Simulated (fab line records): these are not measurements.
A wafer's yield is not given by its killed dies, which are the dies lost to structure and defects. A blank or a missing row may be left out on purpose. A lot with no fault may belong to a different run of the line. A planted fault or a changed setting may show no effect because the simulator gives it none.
Which tool did it?    flow nand_harc    13 lots, 39 wafers sampled, at 5 steps of a route of 1159

WHAT EACH GAUGE READ, for each wafer
NHARC_P_ZERO_WELL_CD_MEAS_24: the cd target is 720 nm.
lot   measured     on         cd_nm (nm)
L790  day 1 14:29  cd_sem-03  716.3 719.2 719.8
L791  day 1 20:35  cd_sem-03  714.6 717.0 715.9
L793  day 2 08:41  cd_sem-01  717.2 715.0 718.0
L794  day 2 14:35  cd_sem-02  721.6 720.4 722.0
L796  day 3 02:29  cd_sem-01  717.3 715.0 718.9
L798  day 3 14:20  cd_sem-02  718.8 717.4 717.6
L799  day 3 20:35  cd_sem-02  716.0 719.6 719.9
L801  day 4 08:21  cd_sem-03  717.6 716.3 713.8
L802  day 4 14:29  cd_sem-02  719.2 719.6 720.2
L803  day 4 20:34  cd_sem-01  716.4 715.7 716.4
L805  day 5 08:37  cd_sem-01  718.1 718.5 719.4
L806  day 5 14:28  cd_sem-01  719.0 719.1 717.6
L807  day 5 20:36  cd_sem-02  716.4 717.4 716.0

NHARC_END_SORT_01.
lot   measured      on         killed_at_array  killed_at_other  killed_at_periphery  killed_dies  killed_open  killed_short
L805  day 24 01:09  prober-02  46 49 48         1 0 1            4 0 0                51 49 49     4 1 1        3 1 2

TOOL THAT RAN EACH LOT (tool first, then ch and the chambers of the sampled wafers, then the start)
lot   NHARC_P_ZERO_WELL_DESCUM_13        NHARC_P_ZERO_WELL_RTA_42         NHARC_P_STI_OXIDE_29
L790  rie_diel-12 ch 1,2,3, day 1 13:17  rtp_anneal-01 ch 0, day 1 18:55  furnace-06 ch 0, day 2 02:16
L791  rie_diel-08 ch 0,2, day 1 19:24    rtp_anneal-02 ch 0, day 2 01:05  furnace-06 ch 0, day 2 02:16
L793  rie_diel-08 ch 1,2, day 2 07:36    rtp_anneal-02 ch 0, day 2 13:24  furnace-02 ch 0, day 2 17:39
L794  rie_diel-08 ch 0,1,2, day 2 13:24  rtp_anneal-01 ch 0, day 2 18:53  furnace-02 ch 0, day 3 01:01
L796  rie_diel-08 ch 0,2,3, day 3 01:26  rtp_anneal-01 ch 0, day 3 13:11  furnace-06 ch 0, day 3 17:27
L798  rie_diel-08 ch 0,1,2, day 3 13:17  rtp_anneal-02 ch 0, day 3 18:38  furnace-07 ch 0, day 4 00:50
L799  rie_diel-11 ch 1,2,3, day 3 19:24  rtp_anneal-02 ch 0, day 4 00:46  furnace-06 ch 0, day 4 05:26
L801  rie_diel-11 ch 0,3, day 4 07:17    rtp_anneal-02 ch 0, day 4 12:47  furnace-06 ch 0, day 4 14:13
L802  rie_diel-12 ch 1,2,3, day 4 13:26  rtp_anneal-01 ch 0, day 4 18:47  furnace-07 ch 0, day 4 23:28
L803  rie_diel-12 ch 1,2, day 4 19:22    rtp_anneal-01 ch 0, day 5 00:52  furnace-06 ch 0, day 5 07:10
L805  rie_diel-11 ch 0,2,3, day 5 07:23  rtp_anneal-02 ch 0, day 5 13:03  furnace-07 ch 0, day 6 01:34 and furnace-06 ch 0, day 6 06:08
L806  rie_diel-11 ch 0,1,3, day 5 13:17  rtp_anneal-02 ch 0, day 5 18:40  furnace-07 ch 0, day 6 01:34
L807  rie_diel-11 ch 0,1,3, day 5 19:26  rtp_anneal-02 ch 0, day 6 01:20  furnace-07 ch 0, day 6 09:35
- NHARC_P_ZERO_WELL_DESCUM_13: chemistry O2, time 3 s.
- NHARC_P_ZERO_WELL_RTA_42: time 300 s.
- NHARC_P_STI_OXIDE_29: material SiO2, target thk 10 nm, ox time 1362 s.

AS READ BY THE TOOLS THEMSELVES (means over the sampled wafers that have a number; for cases with no such wafer, the mark the record gives instead)
NHARC_P_ZERO_WELL_DESCUM_13.
lot   tool         drypump_motor_current_A (A)  oes_product_au (a.u.)  rf_vpp_V (V)  showerhead_plenum_p_Torr (Torr)  throttle_valve_pct (%)
L790  rie_diel-12  5.8                          1.000                  57.3          1.94                             11.311
L791  rie_diel-08  5.9                          1.000                  58.6          1.97                             11.304
L793  rie_diel-08  5.6                          1.012                  57.6          1.88                             11.317
L794  rie_diel-08  5.7                          1.007                  58.0          1.91                             11.309
L796  rie_diel-08  5.9                          1.002                  58.5          1.94                             11.312
L798  rie_diel-08  5.7                          1.003                  57.3          1.91                             11.306
L799  rie_diel-11  5.4                          1.015                  57.2          1.96                             11.311
L801  rie_diel-11  5.4                          1.007                  58.1          1.97                             11.305
L802  rie_diel-12  5.8                          1.011                  57.4          1.94                             11.319
L803  rie_diel-12  5.9                          1.010                  58.4          2.00                             11.309
L805  rie_diel-11  5.5                          1.003                  58.0          1.98                             11.305
L806  rie_diel-11  5.3                          1.005                  58.7          1.97                             11.307
L807  rie_diel-11  5.3                          1.014                  57.9          1.96                             11.317

NHARC_P_ZERO_WELL_RTA_42.
lot   tool           lamp_power_pct (%)  lamp_zone_2_pct (%)  wafer_temp_C_max
L790  rtp_anneal-01  40.2                40.2                 1105.8
L791  rtp_anneal-02  44.5                44.5                 1105.5
L793  rtp_anneal-02  44.3                44.3                 1105.0
L794  rtp_anneal-01  40.3                40.2                 1106.6
L796  rtp_anneal-01  40.2                40.3                 1105.8
L798  rtp_anneal-02  44.5                44.4                 1105.6
L799  rtp_anneal-02  44.4                44.5                 1104.9
L801  rtp_anneal-02  44.4                44.4                 1105.0
L802  rtp_anneal-01  40.2                40.2                 1106.0
L803  rtp_anneal-01  40.2                40.3                 1106.9
L805  rtp_anneal-02  44.4                44.5                 1105.4
L806  rtp_anneal-02  44.3                44.3                 1105.7
L807  rtp_anneal-02  44.5                44.5                 1107.4

NHARC_P_STI_OXIDE_29.
lot   tool                   zone_power_centre_pct (%)
L790  furnace-06             18.0
L791  furnace-06             18.2
L793  furnace-02             17.7
L794  furnace-02             17.8
L796  furnace-06             17.8
L798  furnace-07             16.0
L799  furnace-06             18.1
L801  furnace-06             17.9
L802  furnace-07             16.2
L803  furnace-06             17.9
L805  furnace-07/furnace-06  16.9
L806  furnace-07             16.1
L807  furnace-07             16.2

THE ANSWER, worked out from the rows above alone
Rule: usual is defined by the lots themselves. The widest of any qualifying gaps counts: lots, ordered by their means at a reading, are off when they make up no more than a third of the lots, leave a main group of 4 or more, and stand apart from it by 3 or more times the standard deviation of that group's means. The tables above print the reading to a certain number of digits; a main group whose means all agree to those digits is not used. Also off: a lot with no number at a reading for which 4 or more lots have one. All remaining lots with rows at the step are treated as sound. After the gauges, taken in route order, come the tools' own readings; for these a lot's mean is taken, as printed above. At the first step where some lot is off, the reading lying furthest off is the one used; lots without a number count as furthest.
Nothing can be told from this: no lot is off at any reading shown.

WHAT THE SIMULATOR HAD PUT IN
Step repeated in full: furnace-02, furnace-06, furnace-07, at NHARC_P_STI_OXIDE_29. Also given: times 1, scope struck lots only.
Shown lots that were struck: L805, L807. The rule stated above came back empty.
